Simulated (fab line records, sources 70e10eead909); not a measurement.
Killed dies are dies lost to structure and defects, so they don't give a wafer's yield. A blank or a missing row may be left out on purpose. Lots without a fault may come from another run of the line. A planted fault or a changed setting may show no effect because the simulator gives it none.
A struck lot beside a sound one | flow nand_harc | 13 steps out of a route of 1302
Sound: wafers L184.2, L184.5, L184.6. Struck: wafers L177.4, L177.5, L177.6. The cause comes at the end.
At each step with rows: each side's tool, then ch and its chambers, then its first start. Under that, the readings that differ: sound wafers | struck wafers | difference of the means | sigmas: that difference in standard deviations of wafers without a fault.
alike: readings whose means differ by less than 2 such deviations, and words and numbers that are the same on both sides. not compared: withheld readings, readings that some wafer has no value for, bounds like >300 that may hide the same value, and numbers for which the record gives no deviation and whose values overlap.
The two part at a step that has a row with sigmas, a row that says differs or no value, or rows on one side only. Numbers that don't overlap but have no deviation are shown without sigmas and don't part them. A reading that every wafer of one side lacks parts them only if that side has two wafers or more.

NHARC_A_CONTACT_CVD_19: deposits W, target thk 300 nm, time 802 s.
  sound on cvd_w-01 ch 0,1; struck on cvd_w-02 ch 0,1
  alike: heater_power_outer_w, heater_power_w, throttle_valve_pct
NHARC_A_CONTACT_CMP_20: polishes, t overpolish 30 s, target thk 300 nm.
  sound on cmp-02 ch 0,1, day 30 08:10; struck on cmp-04 ch 0,3, day 27 07:41
  alike: motor_current_A, overpolish_run_s, time_to_endpoint_s
then, 1 step without rows for these wafers: NHARC_A_CONTACT_SRD_22.
NHARC_A_CONTACT_INSPECT_23:
  sound on defect_inspect-01, day 30 08:33; struck on defect_inspect-02, day 27 08:04
  reading          | sound       | struck      | difference | sigmas
  raw_defect_count | 705 735 621 | 557 423 356 | -242       | -2
then, 7 steps without rows for these wafers: NHARC_A_BLC_DEHYDRATE_00 (time 120 s); NHARC_A_BLC_HMDS_01 (time 30 s); NHARC_A_BLC_COAT_02 (time 75 s); NHARC_A_BLC_COAT_03 (time 65 s); NHARC_A_BLC_COAT_04 (resist thk 90 nm); NHARC_A_BLC_SOFTBAKE_05 (time 55 s); NHARC_A_BLC_EBR_06.
NHARC_A_BLC_EXPOSE_07: exposes mask A BLC, target cd 100 nm.
  sound on arfi_scanner-03 ch 0, day 30 08:48; struck on arfi_scanner-03, day 27 08:19
  no value came back on the struck wafers for exposure_dose_mJ_cm2, focus_offset_nm (nm), stage_vel_mm_s (mm/s); on the sound wafers exposure_dose_mJ_cm2 reads 68.09 67.96 67.90
  alike: mask
then, 1 step without rows for these wafers: NHARC_A_BLC_PEB_08 (peb time 65 s).

WHERE THEY PART
First at NHARC_A_CONTACT_INSPECT_23; last, within this record, at NHARC_A_BLC_EXPOSE_07.

WHY: what the simulator had put in
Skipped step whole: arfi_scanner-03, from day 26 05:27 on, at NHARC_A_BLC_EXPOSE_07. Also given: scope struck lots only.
